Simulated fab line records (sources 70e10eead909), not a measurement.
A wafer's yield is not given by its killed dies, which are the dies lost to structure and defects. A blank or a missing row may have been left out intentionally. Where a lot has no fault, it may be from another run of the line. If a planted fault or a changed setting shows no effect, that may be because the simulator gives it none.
Matching of chambers	flow nand-harc	NHARC_A_SLIT_ETCH_29 on rie-diel-10 has 4 sister chambers
The step etches the open film in CF4/O2, target depth 100 nm, overetch 10 nm, time 55 s. 14 wafers are shown with their chamber, then 7 later ones without.

== WAFERS, EACH WITH ITS CHAMBER ==
wafer	chamber	drypump-motor-current-A (A)	oes-product-au (a.u.)	rf-vpp-V (V)
L363.1	0	6.1	1.010	197.5
L363.3	3	5.5	1.026	199.0
L363.6	2	6.0	0.983	197.2
L367.1	3	5.5	1.030	200.4
L367.3	1	5.7	1.009	197.6
L367.5	0	6.1	1.021	195.6
L368.2	2	6.0	0.976	196.3
L368.3	3	5.5	1.020	199.7
L368.4	0	6.1	1.010	195.3
L373.1	1	5.7	0.985	197.9
L373.3	0	6.0	0.994	194.5
L373.6	2	6.0	0.971	197.1
L384.1	1	5.6	0.994	195.9
L384.2	2	6.0	0.987	195.9

SIGNATURES (averages over the wafers above)
reading	chamber 0	chamber 1	chamber 2	chamber 3	scatter within a chamber
drypump-motor-current-A	6.075	5.667	6.000	5.500	0.0376
oes-product-au	1.00875	0.99600	0.97925	1.02533	0.00932
rf-vpp-V	195.725	197.133	196.625	199.700	0.967
Rule: a wafer's distance from a chamber is the root of the sum, over the readings, of the square of ((its reading less the chamber's mean) divided by the reading's scatter). If the next closest chamber is less than 2 further off than the closest, the wafer can't be placed; otherwise it belongs to the closest. The scatter is the square root of a quotient: the sum, over the shown wafers, of each reading's squared deviation from its chamber's mean, divided by wafers minus chambers.

== WAFERS MISSING THEIR CHAMBER ==
wafer	drypump-motor-current-A (A)	oes-product-au (a.u.)	rf-vpp-V (V)
L384.4	6.0	0.993	195.8
L382.4	5.5	1.012	198.5
L382.5	6.0	0.979	197.9
L382.6	5.6	0.996	196.4
L385.3	5.7	0.988	196.5
L385.5	6.0	0.977	194.8
L385.6	5.7	0.994	198.2

== WHICH CHAMBER EACH ONE RAN IN ==
wafer	from the rows above	in truth
L384.4	can't be placed: 2 or 0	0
L382.4	3	3
L382.5	2	2
L382.6	1	1
L385.3	1	1
L385.5	2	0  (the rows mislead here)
L385.6	1	1
Correct placement for 5 of the 7. These rows do not allow placing 1 (true chamber among the candidates in 1). 1 placed wrongly.
